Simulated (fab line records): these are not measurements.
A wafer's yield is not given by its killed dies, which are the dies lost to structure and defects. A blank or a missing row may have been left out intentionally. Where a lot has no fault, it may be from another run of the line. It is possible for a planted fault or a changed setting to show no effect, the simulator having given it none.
Matching of chambers    flow n5Finfet    N5_BEOL_M3_DESCUM_16 on rieDiel-05: 4 sister chambers
The step chemistry O2, time 7 s. 22 wafers are shown with their chamber, then 11 later ones without.

WAFERS WITH THEIR CHAMBER
wafer   chamber  showerheadPlenumPTorr (Torr)  drypumpMotorCurrentA (A)  oesProductAu (a.u.)
L075.1  2        2.16                          6.0                       0.71
L075.5  1        2.05                          5.2                       0.90
L075.6  0        2.08                          6.2                       0.73
L077.1  1        2.05                          5.2                       0.90
L077.5  1        2.05                          5.2                       0.89
L077.6  0        2.08                          6.1                       0.73
L078.3  0        2.08                          6.2                       0.73
L078.4  1        2.04                          5.2                       0.89
L078.6  0        2.08                          6.2                       0.73
L086.1  1        2.04                          5.2                       0.86
L086.4  0        2.08                          6.1                       0.73
L086.5  1        2.04                          5.2                       0.85
L087.3  0        2.08                          6.1                       0.72
L087.4  2        2.15                          6.0                       0.70
L087.6  3        2.04                          5.5                       0.90
L089.1  1        2.04                          5.2                       0.86
L089.2  0        2.08                          6.1                       0.72
L089.4  3        2.04                          5.6                       0.90
L090.1  2        2.15                          6.0                       0.70
L090.2  1        2.04                          5.2                       0.86
L090.3  3        2.04                          5.5                       0.90
L092.1  1        2.04                          5.2                       0.85

SIGNATURES (means of the wafers above)
reading                chamber 0  chamber 1  chamber 2  chamber 3  scatter within a chamber
showerheadPlenumPTorr  2.0800     2.0433     2.1533     2.0400     0.00385
drypumpMotorCurrentA   6.143      5.200      6.000      5.533      0.0364
oesProductAu           0.7271     0.8733     0.7033     0.9000     0.0145
Rule: for each reading, subtract the chamber's mean from the wafer's reading, divide by that reading's scatter and square the result; add these up over the readings and take the root, which gives the wafer's distance from the chamber. The wafer belongs to the nearest chamber; if the next one is less than 2 further off, it can't be placed. The scatter is the square root of a quotient: the sum, over the shown wafers, of each reading's squared deviation from its chamber's mean, divided by wafers minus chambers.

WAFERS WITHOUT THEIR CHAMBER
wafer   showerheadPlenumPTorr (Torr)  drypumpMotorCurrentA (A)  oesProductAu (a.u.)
L092.2  2.04                          5.6                       0.88
L092.3  2.15                          6.0                       0.69
L095.2  2.03                          5.2                       0.84
L095.3  2.07                          6.1                       0.71
L095.6  2.04                          5.6                       0.87
L096.1  2.15                          6.0                       0.69
L096.2  2.04                          5.6                       0.88
L096.5  2.03                          5.2                       0.85
L097.1  2.03                          5.2                       0.84
L097.4  2.07                          6.2                       0.70
L097.6  2.15                          6.0                       0.68

EACH ONE'S CHAMBER
wafer   from the rows above  in truth
L092.2  3                    3
L092.3  2                    2
L095.2  1                    1
L095.3  0                    0
L095.6  3                    3
L096.1  2                    2
L096.2  3                    3
L096.5  1                    1
L097.1  1                    1
L097.4  0                    0
L097.6  2                    2
Correct placement for 11 of the 11. Left unplaced by these rows: 0. Placed wrongly: 0.
